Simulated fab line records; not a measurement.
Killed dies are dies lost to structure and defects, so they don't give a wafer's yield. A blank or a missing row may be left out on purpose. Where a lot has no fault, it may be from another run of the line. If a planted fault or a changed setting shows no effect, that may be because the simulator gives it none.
Which of the tools did it? ; flow n5 finfet ; 10 lots, 30 wafers sampled, at 2 steps of a route of 1938

WHAT THE GAUGES SHOWED, per wafer
N5_HKMG_FIN_INSPECT_28: inspects for defects (darkfield).
lot;measured;on;raw defect count
L311;day 4 10:37;defect inspect-01;61 51 56
L312;day 4 15:33;defect inspect-02;47 48 28
L318;day 6 02:18;defect inspect-02;37 24 22
L319;day 6 10:53;defect inspect-02;31 44 31
L328;day 8 12:37;defect inspect-02;44 55 54
L329;day 8 18:56;defect inspect-01;39 54 64
L330;day 9 05:38;defect inspect-02;16 60 39
L331;day 9 14:11;defect inspect-01;90 43 78
L332;day 9 21:35;defect inspect-02;49 50 43
L334;day 10 03:02;defect inspect-01;69 92 107

EACH LOT AND THE TOOL THAT RAN IT (in order: tool; ch and the chambers of the sampled wafers; start)
lot;N5_HKMG_FIN_W_FILL_22
L311;cvd w-02 ch 0,1, day 4 09:48
L312;cvd w-02 ch 0,1, day 4 14:44
L318;cvd w-02 ch 0,1, day 6 01:29
L319;cvd w-02 ch 0, day 6 09:56
L328;cvd w-02 ch 0,1, day 8 11:48
L329;cvd w-02 ch 0, day 8 18:06
L330;cvd w-02 ch 0,1, day 9 04:49
L331;cvd w-02 ch 0,1, day 9 13:23
L332;cvd w-02 ch 0,1, day 9 20:40
L334;cvd w-01 ch 0,1, day 10 02:11
- N5_HKMG_FIN_W_FILL_22: material W, target thk 60 nm, time 18.2 s.

THE ANSWER, worked out from the rows above alone
Rule: the lots themselves supply what counts as usual. Put in order of their means at a reading, lots are off if they are a third of the lots or fewer, leave a main group of 4 or more, and stand apart from it by a gap of 3 or more times the standard deviation of the main group's means; of several such gaps the widest counts. A main group whose means are all the same, to the digits that the tables above print for the reading, isn't used. A lot without any number at a reading at which 4 lots or more have one is off too. Where the step has rows for the other lots, those lots are counted as sound.
None of the lots is off at any reading shown; this tells nothing.

WHAT THE SIMULATOR HAD PUT IN
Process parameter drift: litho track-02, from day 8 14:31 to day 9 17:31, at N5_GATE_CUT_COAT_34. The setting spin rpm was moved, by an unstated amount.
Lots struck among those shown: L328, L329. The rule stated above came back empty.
